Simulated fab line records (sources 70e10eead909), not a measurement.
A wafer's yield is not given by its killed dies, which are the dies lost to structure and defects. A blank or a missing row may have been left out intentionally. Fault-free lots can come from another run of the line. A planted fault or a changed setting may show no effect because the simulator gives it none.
What tool caused it?	flow nand harc	12 lots with 36 wafers sampled at 2 steps, on a route of 1159 steps

WHAT EACH GAUGE READ, for each wafer
NHARC_P_BONDPAD_OVL_MEAS_38.
lot	measured	on	overlay x nm (nm)
L075	day 6 20:53	overlay-02	-3 -3 -3
L077	day 7 00:34	overlay-02	0 0 0
L079	day 7 13:31	overlay-01	-4 -4 -3
L082	day 8 04:42	overlay-01	-1 -2 -2
L084	day 8 13:37	overlay-01	1 1 1
L085	day 9 16:12	overlay-01	2 2 2
L086	day 9 17:57	overlay-02	4 5 5
L090	day 10 15:22	overlay-01	-5 -5 -5
L091	day 10 19:30	overlay-01	11 11 12
L094	day 11 05:56	overlay-01	-1 -1 -1
L095	day 11 15:30	overlay-01	5 4 5
L097	day 12 11:11	overlay-02	-6 -6 -7

WHICH TOOL RAN EACH LOT (tool, then ch and the chambers of the sampled wafers, then the start)
lot	NHARC_P_M1_ANNEAL_31
L075	rtp anneal-01 ch 0, day 6 13:50
L077	rtp anneal-01 ch 0, day 6 17:46
L079	rtp anneal-01 ch 0, day 7 07:04
L082	rtp anneal-02 ch 0, day 7 21:52
L084	rtp anneal-02 ch 0, day 8 06:50
L085	rtp anneal-01 ch 0, day 9 09:04
L086	rtp anneal-01 ch 0, day 9 10:28
L090	rtp anneal-02 ch 0, day 10 07:05
L091	rtp anneal-01 ch 0, day 10 11:20
L094	rtp anneal-02 ch 0, day 10 23:03
L095	rtp anneal-01 ch 0, day 11 08:44
L097	rtp anneal-02 ch 0, day 12 03:55
- NHARC_P_M1_ANNEAL_31: time 90 s.

THE ANSWER, worked out from the rows above alone
Rule: the lots themselves supply what counts as usual. The widest of any qualifying gaps counts: lots, ordered by their means at a reading, are off when they make up no more than a third of the lots, leave a main group of 4 or more, and stand apart from it by 3 or more times the standard deviation of that group's means. If all means in a main group match to the digits the tables above print for the reading, that group is not used. A lot without any number at a reading at which 4 lots or more have one is off too. Where the step has rows for the other lots, those lots are counted as sound.
Nothing can be told from this: no lot is off at any reading shown.

WHAT THE SIMULATOR HAD INSERTED
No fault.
